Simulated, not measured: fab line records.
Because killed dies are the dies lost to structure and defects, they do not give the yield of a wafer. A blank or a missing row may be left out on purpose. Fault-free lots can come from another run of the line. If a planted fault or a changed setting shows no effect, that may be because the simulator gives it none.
Which tool was responsible? | flow n5Finfet | Sampling: 24 lots, 72 wafers, 3 of 1938 route steps

## WHAT THE GAUGES READ, wafer by wafer
N5_BEOL_M2_CD_MEAS_18: pitch 36 nm, target cd 18 nm.
lot  | measured     | on       | cdNm (nm)
L074 | day 6 16:42  | cdSem-03 | 18.1 18.3 18.1
L075 | day 6 19:59  | cdSem-03 | 17.2 18.0 17.8
L076 | day 7 04:20  | cdSem-02 | 18.1 17.6 17.7
L077 | day 7 06:59  | cdSem-02 | 18.2 17.7 17.9
L078 | day 7 19:01  | cdSem-02 | 17.9 17.1 17.7
L079 | day 8 00:49  | cdSem-03 | 17.6 18.7 18.2
L080 | day 8 04:14  | cdSem-02 | 18.1 17.8 18.0
L081 | day 8 09:46  | cdSem-02 | 17.7 17.6 17.6
L082 | day 8 23:13  | cdSem-03 | 18.5 17.6 17.9
L083 | day 8 23:55  | cdSem-01 | 18.0 17.6 17.8
L084 | day 9 08:14  | cdSem-01 | 17.9 17.7 17.6
L085 | day 9 16:16  | cdSem-02 | 17.8 17.8 17.7
L086 | day 9 22:06  | cdSem-01 | 17.9 18.1 17.6
L087 | day 10 04:43 | cdSem-03 | 17.6 17.8 18.2
L088 | day 10 09:13 | cdSem-03 | 18.4 18.3 18.3
L089 | day 10 13:22 | cdSem-02 | 18.7 17.7 18.4
L090 | day 10 20:43 | cdSem-01 | 17.0 17.5 17.9
L091 | day 10 21:43 | cdSem-02 | 18.1 18.4 17.8
L092 | day 11 09:27 | cdSem-03 | 18.1 18.0 17.7
L093 | day 11 10:11 | cdSem-03 | 17.5 18.1 17.5
L094 | day 11 19:55 | cdSem-02 | 18.5 18.4 18.0
L095 | day 12 11:31 | cdSem-01 | 18.0 18.5 18.1
L096 | day 12 12:53 | cdSem-01 | 18.5 17.8 17.5
L097 | day 12 17:04 | cdSem-02 | 18.2 18.0 17.9

N5_BEOL_M2_INSPECT_30: inspects for defects (brightfield).
lot  | measured     | on               | rawDefectCount
L074 | day 6 17:14  | defectInspect-01 | 357 408 252
L075 | day 6 20:24  | defectInspect-02 | 338 323 325
L076 | day 7 04:52  | defectInspect-01 | 358 418 314
L077 | day 7 07:31  | defectInspect-02 | 466 335 391
L078 | day 7 19:29  | defectInspect-02 | 563 485 456
L079 | day 8 01:13  | defectInspect-01 | 310 505 403
L080 | day 8 04:39  | defectInspect-01 | 315 356 370
L081 | day 8 10:18  | defectInspect-02 | 418 400 512
L082 | day 8 23:46  | defectInspect-01 | 492 451 347
L083 | day 9 00:27  | defectInspect-02 | 486 705 707
L084 | day 9 08:38  | defectInspect-02 | 563 578 515
L085 | day 9 16:41  | defectInspect-01 | 469 489 362
L086 | day 9 22:31  | defectInspect-01 | 434 389 429
L087 | day 10 05:07 | defectInspect-02 | 460 560 456
L088 | day 10 09:46 | defectInspect-01 | 407 425 468
L089 | day 10 13:47 | defectInspect-01 | 318 264 347
L090 | day 10 21:14 | defectInspect-01 | 407 516 371
L091 | day 10 22:07 | defectInspect-01 | 453 404 445
L092 | day 11 09:59 | defectInspect-01 | 460 433 386
L093 | day 11 10:44 | defectInspect-01 | 357 394 423
L094 | day 11 20:28 | defectInspect-02 | 383 335 402
L095 | day 12 12:02 | defectInspect-02 | 372 557 437
L096 | day 12 13:19 | defectInspect-01 | 309 323 398
L097 | day 12 17:36 | defectInspect-01 | 465 543 405

## TOOL THAT RAN EACH LOT (tool first, then ch and the chambers of the sampled wafers, then the start)
lot  | N5_BEOL_M2_STRIP_66
L074 | rieDiel-02 ch 1,2,3, day 6 16:29
L075 | rieDiel-03 ch 0,1, day 6 19:39
L076 | rieDiel-03 ch 0,2,3, day 7 04:06
L077 | rieDiel-05 ch 0,2,3, day 7 06:46
L078 | rieDiel-03 ch 1,2,3, day 7 18:47
L079 | rieDiel-05 ch 0,2,3, day 8 00:28
L080 | rieDiel-03 ch 0,1,2, day 8 04:01
L081 | rieDiel-05 ch 0,1,2, day 8 09:33
L082 | rieDiel-02 ch 0,1, day 8 22:59
L083 | rieDiel-05 ch 2,3, day 8 23:42
L084 | rieDiel-02 ch 0,3, day 9 08:01
L085 | rieDiel-03 ch 0,1,3, day 9 16:03
L086 | rieDiel-03 ch 0,3, day 9 21:46
L087 | rieDiel-02 ch 0,1,3, day 10 04:25
L088 | rieDiel-05 ch 0,3, day 10 08:59
L089 | rieDiel-03 ch 1,2,3, day 10 13:01
L090 | rieDiel-02 ch 0,3, day 10 20:26
L091 | rieDiel-02 ch 1,2, day 10 21:17
L092 | rieDiel-02 ch 1,2, day 11 09:14
L093 | rieDiel-02 ch 1,3, day 11 09:56
L094 | rieDiel-05 ch 1,2,3, day 11 19:42
L095 | rieDiel-05 ch 1,2,3, day 12 11:07
L096 | rieDiel-05 ch 1,3, day 12 12:40
L097 | rieDiel-03 ch 0,2, day 12 16:50
- N5_BEOL_M2_STRIP_66: strips in CF4.

## AS READ BY THE TOOLS THEMSELVES (means over the sampled wafers that have a number; for cases with no such wafer, the mark the record gives instead)
N5_BEOL_M2_STRIP_66.
lot  | tool       | drypumpMotorCurrentA (A) | oesProductAu (a.u.) | rfVppV (V) | showerheadPlenumPTorr (Torr) | throttleValvePct (%)
L074 | rieDiel-02 | 5.7                      | 0.76                | 271.6      | 1.79                         | 13.62
L075 | rieDiel-03 | 6.3                      | 0.71                | 271.3      | 1.78                         | 13.74
L076 | rieDiel-03 | 5.9                      | 0.69                | 271.1      | 1.78                         | 13.66
L077 | rieDiel-05 | 5.9                      | 0.78                | 272.1      | 1.82                         | 13.51
L078 | rieDiel-03 | 5.9                      | 0.72                | 270.6      | 1.78                         | 13.55
L079 | rieDiel-05 | 5.9                      | 0.77                | 271.6      | 1.82                         | 13.53
L080 | rieDiel-03 | 6.1                      | 0.70                | 270.7      | 1.78                         | 13.70
L081 | rieDiel-05 | 5.4                      | 0.76                | 271.4      | 1.81                         | 13.52
L082 | rieDiel-02 | 6.0                      | 0.73                | 269.4      | 1.71                         | 13.58
L083 | rieDiel-05 | 6.2                      | 0.76                | 271.0      | 1.81                         | 13.63
L084 | rieDiel-02 | 6.1                      | 0.80                | 268.7      | 1.71                         | 13.58
L085 | rieDiel-03 | 6.2                      | 0.71                | 271.4      | 1.78                         | 13.65
L086 | rieDiel-03 | 6.2                      | 0.68                | 270.3      | 1.77                         | 13.77
L087 | rieDiel-02 | 5.9                      | 0.75                | 270.0      | 1.74                         | 13.58
L088 | rieDiel-05 | 6.0                      | 0.68                | 272.1      | 1.84                         | 13.69
L089 | rieDiel-03 | 5.9                      | 0.81                | 270.8      | 1.77                         | 13.41
L090 | rieDiel-02 | 6.1                      | 0.78                | 270.3      | 1.71                         | 13.62
L091 | rieDiel-02 | 5.6                      | 0.84                | 270.2      | 1.79                         | 13.43
L092 | rieDiel-02 | 5.7                      | 0.83                | 271.6      | 1.79                         | 13.44
L093 | rieDiel-02 | 5.6                      | 0.74                | 271.1      | 1.81                         | 13.54
L094 | rieDiel-05 | 5.7                      | 0.73                | 270.8      | 1.80                         | 13.68
L095 | rieDiel-05 | 5.7                      | 0.73                | 271.1      | 1.80                         | 13.70
L096 | rieDiel-05 | 5.6                      | 0.67                | 272.0      | 1.82                         | 13.92
L097 | rieDiel-03 | 6.0                      | 0.94                | 271.1      | 1.77                         | 13.32

## THE ANSWER, worked out from the rows above alone
Rule: the lots themselves supply what counts as usual. The widest of any qualifying gaps counts: lots, ordered by their means at a reading, are off when they make up no more than a third of the lots, leave a main group of 4 or more, and stand apart from it by 3 or more times the standard deviation of that group's means. If all means in a main group match to the digits the tables above print for the reading, that group is not used. Also off: a lot with no number at a reading for which 4 or more lots have one. The other lots that the step has rows for count as sound. The gauges are gone through in route order, then the tools' own readings, and for those a lot's mean is taken as printed above. The first step at which some lot is off is used, and at that step the reading that is off furthest; a lot without a number counts as furthest.
None of the lots is off at any reading shown; this tells nothing.

## WHAT THE SIMULATOR HAD INSERTED
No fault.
